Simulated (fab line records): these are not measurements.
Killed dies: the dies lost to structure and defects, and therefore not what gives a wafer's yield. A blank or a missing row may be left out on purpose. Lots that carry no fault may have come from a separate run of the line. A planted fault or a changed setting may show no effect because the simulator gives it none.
Code-filled problem report in 8D (eight disciplines) form :: flow n5_finfet :: the parts of the form that need people (team, actions taken, sign-off) are left out

1. THE ISSUE
Mean of rf_fwd_power_W at N5_FIN_CUT_CUT_ETCH_26: 297.4 W across 2 wafers in 2 lots; on wafers with no fault it is 391.4 W (standard deviation 1.5). That puts it -63 standard deviations away from the usual mean.
The step: etches SiNx in CH3F/O2, target depth 39 nm, time 55.7 s.
Earliest sighting: wafer L396.4 on rie_diel-06 at day 3 10:41. Wafers with a number at this step in the record: 12, from 4 lots. By rule, "out" or "out of limits" means more than 4 standard deviations away from the usual mean. All remaining wafers that have a number are taken as sound.

2. WHAT IT IS, WHAT IT ISN'T
question: which readings at this step
is: rf_fwd_power_W, rf_vpp_V
is not: drypump_motor_current_A, oes_product_au, showerhead_plenum_p_Torr, throttle_valve_pct

question: which lots
is: L396, L399
is not: L401, L408

question: which wafers of those lots
is: L396.4, L399.6
is not: L396.1, L396.5, L399.2, L399.3

question: read on which tools
is: rie_diel-06
is not: rie_diel-02, rie_diel-04

question: when
is: from day 3 10:41
is not: up to then (2 sound wafers); but 8 sound wafers of L399, L401, L408 came after

3. THE SUSPECTS, EACH WITH WHAT RULES IT OUT
Counting: any tool at a process step up to the reading remains a suspect provided it ran every lot that is out. Sound lots after the first of them don't rule it out here, since some wafers of a struck lot are sound.
- rie_diel-06 at N5_FIN_CUT_CUT_ETCH_26 (etches SiNx in CH3F/O2, target depth 39 nm, time 55.7 s): kept. It ran every lot that is out, first L396 (day 3 10:41). Its own rf_fwd_power_W, rf_vpp_V readings are out on those wafers.
- Within rie_diel-06 at N5_FIN_CUT_CUT_ETCH_26: the wafers that are out ran in chamber 2; their sound lot-mates ran in chambers 0, 1, 3.
Remaining after the count: rie_diel-06 at N5_FIN_CUT_CUT_ETCH_26.

4. THE CAUSE (what the simulator had put in)
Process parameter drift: rie_diel-06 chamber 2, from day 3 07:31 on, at N5_FIN_CUT_CUT_ETCH_26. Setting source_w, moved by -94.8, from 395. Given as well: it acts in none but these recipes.
The count eliminated every tool but this one.

5. THE EFFECT CHAIN, in route order
One row per reading whose mean, taken over the struck wafers that have a number, lies over 3 standard deviations from the usual. Scope: only readings with a usual standard deviation given in the record; hours: median across lots of the time from each lot's start at the first step in this table that gives one to its start at this step; sigmas: change in usual standard deviations.
hours: 0
step: N5_FIN_CUT_CUT_ETCH_26
reading: rf_fwd_power_W
usual: 391.4 W
on struck wafers: 297.4
change: -93.9
sigmas: -63

hours: 0
step: N5_FIN_CUT_CUT_ETCH_26
reading: rf_vpp_V
usual: 303 V
on struck wafers: 343
change: +40
sigmas: +4.7
The process steps in it:
- N5_FIN_CUT_CUT_ETCH_26: etches SiNx in CH3F/O2, target depth 39 nm, time 55.7 s.
Later steps that measure or inspect, where all struck wafers having a row at the step show a number for every such reading and not one has moved that far: N5_BEOL_M4_RC_MEAS_101.

6. WHAT WOULD HAVE CAUGHT IT SOONER
The fault began at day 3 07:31; the first out-of-limits reading in this record came at day 3 10:41, 3 hours later.
